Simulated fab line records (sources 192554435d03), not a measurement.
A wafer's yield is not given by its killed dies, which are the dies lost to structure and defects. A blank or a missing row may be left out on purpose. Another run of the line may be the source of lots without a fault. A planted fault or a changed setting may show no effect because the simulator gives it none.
Struck lot and sound lot, side by side ; flow n5 finfet ; 17 out of 1938 route steps
Sound: wafers L884.3, L884.5, L884.6. Wafers struck: L897.2, L897.3, L897.4. The cause is given at the end.
At each step with rows: each side's tool, then ch and its chambers, then its first start. Under that, the readings that differ: sound wafers ; struck wafers ; difference of the means ; sigmas: that difference in standard deviations of wafers without a fault.
alike: words and numbers the same on both sides, and readings whose means are apart by under 2 such deviations; not compared: readings that were withheld, readings missing a value for some wafer, numbers with overlapping values and no deviation given by the record, and bounds like >300 which may hide the same value.
A row with sigmas, a row that says differs or no value, or rows on one side alone: a step with any of these is where the two part. When numbers do not overlap yet have no deviation, they are printed without sigmas and do not part them. Lack of a reading on every wafer of one side parts them only where that side has two or more wafers.

first, 2 steps without rows for these wafers: N5_BEOL_M3_PEB_09 (peb time 60 s); N5_BEOL_M3_DEVELOP_10 (develop time 30 s).
N5_BEOL_M3_CD_MEAS_11: the cd target is 17.05 nm.
  sound on cd sem-01 ch 0, day 7 10:33; struck on cd sem-02 ch 0, day 10 18:16
  alike: cd nm
N5_BEOL_M3_OVL_MEAS_12:
  sound on overlay-02 ch 0, day 7 10:35; struck on overlay-01 ch 0, day 10 18:17
reading;sound;struck;difference;sigmas
M3_OVL (nm);-1.3 -0.4 -0.6;0.9 1.2 1.0;+1.8;+3
N5_BEOL_M3_INSPECT_13: inspects for defects (brightfield).
  sound: defect inspect-02 at day 7 10:38; struck: defect inspect-02 at day 10 18:21
  alike: raw defect count
N5_BEOL_M3_DESCUM_16: chemistry O2, time 7 s.
  sound on rie diel-03 ch 1,2, day 7 10:53; struck on rie diel-04 ch 0,1,2, day 10 18:23
  alike: drypump motor current A, oes product au, rf vpp V, showerhead plenum p Torr, throttle valve pct
  not compared: rf hours counter h
then, 1 step without rows for these wafers: N5_BEOL_M3_ETCH_74 (etches underlayer in N2/H2, target depth 6.5 nm, time 5.2 s).
N5_BEOL_M3_ETCH_63: etches SiARC in CF4, target depth 15.6 nm, time 26 s.
  sound on rie diel-03 ch 1,2, day 7 10:56; struck on rie diel-04 ch 0,1,2, day 10 18:26
  alike: drypump motor current A, etch rf on time s, oes product au, rf vpp V, showerhead plenum p Torr, throttle valve pct
  not compared: rf hours counter h
N5_BEOL_M3_ETCH_64: etches SOC in N2/H2, target depth 75 nm, overetch 15 nm, time 112.5 s.
  sound on rie diel-03 ch 1,2, day 7 10:58; struck on rie diel-04 ch 0,1,2, day 10 18:28
  alike: drypump motor current A, oes product au, rf vpp V, showerhead plenum p Torr, throttle valve pct
  not compared: rf hours counter h
then, 2 steps without rows for these wafers: N5_BEOL_M3_STRIP_65 (strips in N2/H2); N5_BEOL_M3_STRIP_75 (strips in N2/H2).
N5_BEOL_M3_STRIP_66: strips in CF4.
  sound on rie diel-03 ch 1,2, day 7 11:05; struck on rie diel-04 ch 0,1,2, day 10 18:35
  alike: drypump motor current A, oes product au, rf vpp V, showerhead plenum p Torr, throttle valve pct
  not compared: rf hours counter h
N5_BEOL_M3_HM_OPEN_17: chemistry Cl2/BCl3, target TiN, target depth 20 nm, overetch 6 nm.
  sound on rie metal-03 ch 0,1, day 7 11:10; struck on rie metal-02 ch 0,1, day 10 18:38
  no value came back on the struck wafers for any of 5 readings (bcl3 flow sccm (sccm), bias w (W) and others); on the sound wafers bcl3 flow sccm (sccm) reads 21.90 21.75 21.81
reading;sound;struck;difference;sigmas
model.SOC_of_BEOL_M3_COAT_61.thk nm (nm);52.4 52.4 52.6;60.4 60.2 60.2;+7.8;
  not compared: rf hours counter h
N5_BEOL_M3_STRIP_19: strips in O2.
  sound on rie diel-02 ch 0,3, day 7 11:24; struck on rie diel-02 ch 0,1,2, day 10 18:46
  alike: drypump motor current A, oes product au, rf vpp V, showerhead plenum p Torr, throttle valve pct
  not compared: rf hours counter h
N5_BEOL_M3_CD_MEAS_18: pitch 36 nm, target cd 18 nm.
  sound: cd sem-03 at day 7 11:28; struck: cd sem-02 at day 10 18:50
reading;sound;struck;difference;sigmas
cd nm (nm);18.1 18.1 17.9;- - -;no value on the struck wafers;
then, 1 step without rows for these wafers: N5_BEOL_M3_COAT_67 (time 60 s, resist thk 60 nm).
N5_BEOL_M4_RC_MEAS_101:
  the record has rows for the sound wafers here (prober-01 ch 0, day 8 11:26) and none for the struck ones

WHERE THEY PART
Earliest at N5_BEOL_M3_OVL_MEAS_12; latest, in this record, at N5_BEOL_M4_RC_MEAS_101.

WHY: what had been put in by the simulator
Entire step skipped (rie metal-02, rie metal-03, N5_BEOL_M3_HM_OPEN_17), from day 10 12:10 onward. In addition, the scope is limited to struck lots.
